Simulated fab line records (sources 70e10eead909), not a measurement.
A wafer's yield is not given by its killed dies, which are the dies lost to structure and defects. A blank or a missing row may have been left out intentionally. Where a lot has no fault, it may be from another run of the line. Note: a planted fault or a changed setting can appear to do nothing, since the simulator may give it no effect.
Matching of chambers :: flow nandHarc :: NHARC_THIN_TSV_ETCH_15 on rieSi-03 has 4 sister chambers
The step target depth 3000 nm, bosch target overetch cycles 2, bosch etch step 2.8 s. 16 wafers are shown with their chamber, then 8 later ones without.

EACH WAFER AND ITS CHAMBER
wafer: L369.2
chamber: 2
drypumpMotorCurrentA (A): 5.4

wafer: L369.3
chamber: 1
drypumpMotorCurrentA (A): 6.0

wafer: L369.4
chamber: 0
drypumpMotorCurrentA (A): 4.9

wafer: L371.2
chamber: 3
drypumpMotorCurrentA (A): 5.3

wafer: L371.4
chamber: 2
drypumpMotorCurrentA (A): 5.5

wafer: L371.6
chamber: 2
drypumpMotorCurrentA (A): 5.5

wafer: L370.1
chamber: 0
drypumpMotorCurrentA (A): 4.9

wafer: L370.2
chamber: 3
drypumpMotorCurrentA (A): 5.2

wafer: L370.5
chamber: 3
drypumpMotorCurrentA (A): 5.2

wafer: L373.1
chamber: 3
drypumpMotorCurrentA (A): 5.3

wafer: L373.2
chamber: 1
drypumpMotorCurrentA (A): 6.0

wafer: L373.5
chamber: 0
drypumpMotorCurrentA (A): 4.9

wafer: L375.1
chamber: 0
drypumpMotorCurrentA (A): 5.0

wafer: L375.3
chamber: 1
drypumpMotorCurrentA (A): 6.0

wafer: L375.6
chamber: 1
drypumpMotorCurrentA (A): 6.0

wafer: L374.3
chamber: 1
drypumpMotorCurrentA (A): 6.0

SIGNATURES, as means of the wafers listed above
reading: drypumpMotorCurrentA
chamber 0: 4.925
chamber 1: 6.000
chamber 2: 5.467
chamber 3: 5.250
scatter within a chamber: 0.0449
Rule: for a wafer and a chamber, the distance is found by dividing, reading by reading, the gap between the wafer's reading and the chamber's mean by the reading's scatter, squaring, summing and taking the root. The wafer belongs to the nearest chamber; if the next one is less than 2 further off, it can't be placed. How the scatter is found: for the shown wafers, subtract from each reading the mean of its chamber, square and add these, divide the total by (wafers less chambers), then take the root.

WAFERS MISSING THEIR CHAMBER
wafer: L374.5
drypumpMotorCurrentA (A): 5.4

wafer: L374.6
drypumpMotorCurrentA (A): 6.0

wafer: L377.1
drypumpMotorCurrentA (A): 4.9

wafer: L377.2
drypumpMotorCurrentA (A): 5.4

wafer: L377.5
drypumpMotorCurrentA (A): 5.0

wafer: L382.4
drypumpMotorCurrentA (A): 6.0

wafer: L382.5
drypumpMotorCurrentA (A): 4.9

wafer: L382.6
drypumpMotorCurrentA (A): 5.2

CHAMBER TAKEN BY EACH
wafer: L374.5
from the rows above: can't be placed: 2 or 3
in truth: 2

wafer: L374.6
from the rows above: 1
in truth: 1

wafer: L377.1
from the rows above: 0
in truth: 0

wafer: L377.2
from the rows above: can't be placed: 2 or 3
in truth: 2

wafer: L377.5
from the rows above: 0
in truth: 0

wafer: L382.4
from the rows above: 1
in truth: 1

wafer: L382.5
from the rows above: 0
in truth: 0

wafer: L382.6
from the rows above: 3
in truth: 3
6 of 8 placed correctly. These rows do not allow placing 2 (true chamber among the candidates in 2). 0 placed wrongly.
